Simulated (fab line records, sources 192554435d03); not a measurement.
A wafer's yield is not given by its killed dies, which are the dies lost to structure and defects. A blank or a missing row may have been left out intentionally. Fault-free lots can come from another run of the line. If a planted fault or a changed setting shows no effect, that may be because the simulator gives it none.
Chamber matching | flow n5Finfet | N5_BEOL_M4_PRE_CLEAN_60 on cvdCo-01 has 3 sister chambers
The step time 15 s. 42 wafers are shown with their chamber, then 12 later ones without.

== WAFERS PAIRED WITH THEIR CHAMBERS ==
wafer  | chamber | heaterPowerW (W)
L075.1 | 1       | 121
L075.2 | 2       | 68
L075.3 | 0       | 75
L076.2 | 2       | 70
L076.3 | 0       | 75
L076.6 | 1       | 119
L077.1 | 1       | 118
L077.3 | 0       | 76
L077.6 | 0       | 76
L079.3 | 1       | 118
L079.4 | 1       | 119
L079.5 | 0       | 77
L080.2 | 0       | 78
L080.4 | 0       | 78
L080.6 | 1       | 120
L081.2 | 0       | 76
L081.3 | 2       | 67
L081.4 | 0       | 77
L082.2 | 1       | 116
L082.3 | 0       | 75
L082.6 | 2       | 69
L083.1 | 0       | 77
L083.4 | 0       | 77
L083.5 | 1       | 118
L085.2 | 2       | 69
L085.3 | 0       | 77
L085.6 | 0       | 78
L086.1 | 2       | 66
L086.3 | 0       | 77
L086.4 | 0       | 77
L088.1 | 0       | 77
L088.4 | 0       | 77
L088.5 | 1       | 119
L087.1 | 1       | 120
L087.2 | 0       | 76
L087.3 | 2       | 68
L089.2 | 2       | 69
L089.5 | 2       | 68
L089.6 | 1       | 120
L090.2 | 1       | 122
L090.3 | 2       | 69
L090.5 | 1       | 125

SIGNATURES (means of the wafers above)
reading      | chamber 0 | chamber 1 | chamber 2 | scatter within a chamber
heaterPowerW | 76.63     | 119.62    | 68.30     | 1.5
Rule: a wafer's distance from a chamber is the root of the sum, over the readings, of the square of ((its reading less the chamber's mean) divided by the reading's scatter). If the next closest chamber is less than 2 further off than the closest, the wafer can't be placed; otherwise it belongs to the closest. The scatter: take each reading less its chamber's mean, square it, sum over the shown wafers, divide by the number of wafers less the number of chambers, and take the root.

== WAFERS MISSING THEIR CHAMBER ==
wafer  | heaterPowerW (W)
L091.1 | 70
L091.3 | 76
L091.5 | 123
L092.2 | 76
L092.4 | 70
L092.5 | 75
L093.3 | 78
L093.5 | 70
L093.6 | 76
L095.1 | 77
L095.2 | 118
L095.4 | 121

== EACH ONE'S CHAMBER ==
wafer  | from the rows above | in truth
L091.1 | 2                   | 2
L091.3 | 0                   | 0
L091.5 | 1                   | 1
L092.2 | 0                   | 0
L092.4 | 2                   | 2
L092.5 | 0                   | 0
L093.3 | 0                   | 0
L093.5 | 2                   | 2
L093.6 | 0                   | 0
L095.1 | 0                   | 0
L095.2 | 1                   | 1
L095.4 | 1                   | 1
Correct placement for 12 of the 12. From these rows, 0 cannot be placed. 0 placed wrongly.
